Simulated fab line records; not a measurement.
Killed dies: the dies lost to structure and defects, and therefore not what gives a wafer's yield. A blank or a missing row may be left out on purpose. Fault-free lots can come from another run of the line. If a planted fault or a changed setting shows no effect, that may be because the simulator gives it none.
A lot that was struck, set against a sound lot ; flow n5Finfet ; 39 steps out of a route of 1938
Sound: wafers L183.1, L183.5, L183.6. Wafers L197.3, L197.4, L197.5 were the ones struck. The cause comes at the end.
Per side, at each step with rows, come the tool, then ch with its chambers, and then its first start. Under that, the readings that differ: sound wafers ; struck wafers ; difference of the means ; sigmas: that difference in standard deviations of wafers without a fault.
alike: readings whose means differ by less than 2 such deviations, and words and numbers that are the same on both sides. not compared: withheld readings, readings that some wafer has no value for, bounds like >300 that may hide the same value, and numbers for which the record gives no deviation and whose values overlap.
A row with sigmas, a row that says differs or no value, or rows on one side alone: a step with any of these is where the two part. Non-overlapping numbers with no deviation appear without sigmas and do not part them. Lack of a reading on every wafer of one side parts them only where that side has two or more wafers.

first, 11 steps without rows for these wafers: N5_BEOL_M0_SAQP_ETCH_102 (etches SiO2 in CF4, target depth 4 nm, time 4.4 s); N5_BEOL_M0_SAQP_MANDREL_ETCH_103 (etches a-Si in HBr/Cl2, stops on SiCN, target depth 45 nm, bt time 10 s, time 27 s); N5_BEOL_M0_SAQP_RECESS_104 (chemistry HF/NH3, target SiO2, target depth 18 nm, afs cycles 3, sublimation time 60 s); N5_BEOL_M0_SAQP_COAT_105 (time 60 s, resist thk 100 nm); N5_BEOL_M0_SAQP_ETCH_106 (etches SOC in N2/H2, stops on SiNx, target depth 150 nm); N5_BEOL_M0_SAQP_ETCH_107 (etches SiNx in CH3F/O2, target depth 30 nm); N5_BEOL_M0_SAQP_STRIP_108 (strips in N2/H2); N5_BEOL_M0_SAQP_RECESS_109 (chemistry HF/NH3, target SiO2, target depth 3 nm, afs cycles 1, sublimation time 60 s); N5_BEOL_M0_SAQP_SPACER2_ALD_26 (deposits SiO2, target thk 15 nm, pulse time 1 s, purge time 2 s); N5_BEOL_M0_SAQP_SPACER2_ETCHBACK_27 (etches SiO2 in CHF3/O2, target depth 22.5 nm, time 11.25 s); N5_BEOL_M0_SAQP_MANDREL2_REMOVE_110 (chemistry HBr/Cl2/O2, target a-Si, stops on SiCN, bt time 10 s).
N5_BEOL_M0_SAQP_COAT_69: time 60 s, resist thk 90 nm.
  sound on lithoTrack-04 ch 0, day 5 18:48; struck on lithoTrack-04 ch 0, day 9 08:31
reading;sound;struck;difference;sigmas
spinSpeedRpm (rpm);1499.7 1499.9 1500.7;1563.5 1563.3 1563.7;+63.4;+63
model.SOC_of_BEOL_M0_SAQP_COAT_69.thkNm (nm);90 90 90.2;88.2 88 88.2;-1.9;
  alike: resistLineTempC
then, 15 steps without rows for these wafers: N5_BEOL_M0_SAQP_COAT_72 (time 60 s, resist thk 15 nm); N5_BEOL_M0_SAQP_COAT_87 (time 60 s, resist thk 5 nm); N5_BEOL_M0_SAQP_COAT_34 (resist thk 30 nm); N5_BEOL_M0_SAQP_EBR_36; N5_BEOL_M0_SAQP_SOFTBAKE_35 (time 60 s); N5_BEOL_M0_SAQP_EXPOSE_37 (exposes mask M0 CUT1, target cd 30 nm); N5_BEOL_M0_SAQP_PEB_38 (peb time 60 s); N5_BEOL_M0_SAQP_DEVELOP_39 (develop time 30 s); N5_BEOL_M0_SAQP_DESCUM_45 (chemistry O2, time 7 s); N5_BEOL_M0_SAQP_ETCH_88 (etches underlayer in N2/H2, target depth 6.5 nm, time 5.2 s); N5_BEOL_M0_SAQP_ETCH_73 (etches SiARC in CF4, target depth 19.5 nm, time 32.5 s); N5_BEOL_M0_SAQP_CUT_ETCH_46 (etches SOC in N2/H2, target depth 135 nm, overetch 27 nm, time 202.5 s); N5_BEOL_M0_SAQP_STRIP_74 (strips in N2/H2); N5_BEOL_M0_SAQP_STRIP_89 (strips in N2/H2); N5_BEOL_M0_SAQP_ALD_48 (deposits SiO2, target thk 20 nm, pulse time 1 s, co reactant pulse time 1 s).
N5_BEOL_M0_SAQP_ETCH_49: etches SiO2 in CF4/O2, target depth 37 nm.
  sound on rieDiel-05 ch 0,1, day 5 21:11; struck on rieDiel-01 ch 1,2, day 9 09:53
reading;sound;struck;difference;sigmas
model.SOC_of_BEOL_M0_SAQP_COAT_69.thkNm (nm);70.8 70.4 71;69 68.6 68.8;-2;
  alike: biasW, drypumpMotorCurrentA, oesProductAu, rfVppV, showerheadPlenumPTorr, throttleValvePct
  not compared: rfHoursCounterH
then, 8 steps without rows for these wafers: N5_BEOL_M0_SAQP_STRIP_75 (strips in CF4); N5_BEOL_M0_CUTY_COAT_50 (time 60 s, resist thk 15 nm); N5_BEOL_M0_CUTY_COAT_51 (resist thk 150 nm); N5_BEOL_M0_CUTY_EBR_52; N5_BEOL_M0_CUTY_SOFTBAKE_53 (time 60 s); N5_BEOL_M0_CUTY_EXPOSE_54 (exposes mask M0 ABLK); N5_BEOL_M0_CUTY_PEB_55 (peb time 60 s); N5_BEOL_M0_CUTY_DEVELOP_56 (develop time 30 s).
N5_BEOL_M0_CUTY_ETCH_63: etches SOC in N2/H2, target depth 82.7 nm, overetch 16.5 nm, time 124 s.
  sound on rieDiel-03 ch 2,3, day 5 22:19; struck on rieDiel-06 ch 1,2,3, day 9 10:29
reading;sound;struck;difference;sigmas
model.etch.depthNm (nm);70.72 70.46 71.09;68.92 68.63 68.73;-2.00;
  alike: biasW, drypumpMotorCurrentA, n2FlowSccm, oesProductAu, rfVppV, showerheadPlenumPTorr, throttleValvePct
  not compared: rfHoursCounterH
-- record jumps: 3 days separate the struck wafers' starts on either side; left off in module BEOL_M0_CUTY, taken up again in module BEOL_M4, whose first shown step is the route's number 1111 --
N5_BEOL_M4_RC_MEAS_101:
  sound on prober-02 ch 0, day 8 15:58; struck on prober-02 ch 0, day 12 00:52
reading;sound;struck;difference;sigmas
DIBL_N (mV/V);37.3 36.3 39.0;34.2 32.4 32.5;-4.5;-3
IOFF_N (nA/um);0.18 0.16 0.21;0.12 0.10 0.10;-0.08;-2
VT_N (mV);249 248 246;253 258 256;+8;+2
  alike: DIBL_P, IOFF_P, ION_N, ION_P, SS_N, SS_P, VT_P
-- a jump in the record: the struck wafers' starts before and after are 5 days apart (it breaks off in module BEOL_M4 and resumes in module PASSIVATION, where the first step shown is number 1936 of the route) --
N5_PASSIVATION_PROBE_49:
  sound on prober-02 at day 12 19:47; struck on prober-01 at day 16 13:49
  alike: defectLimitedYield, killed_at_M0_to_M3, killed_at_M4_up, killedAtContacts, killedAtFrontEnd, killedAtOther, killedDies, killedOpen, killedShort, sort_bin_4_leakage, sort_bin_5_function, sort_bin_6_memory, sortNPass, sortYieldPct

## WHERE THEY PART
Last at N5_BEOL_M4_RC_MEAS_101 as far as this record goes, first at N5_BEOL_M0_SAQP_COAT_69. Later steps at which nothing parts them and some readings are alike: N5_PASSIVATION_PROBE_49.

WHY: the cause the simulator had injected
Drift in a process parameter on lithoTrack-04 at N5_BEOL_M0_SAQP_COAT_69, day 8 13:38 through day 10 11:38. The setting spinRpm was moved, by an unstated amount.
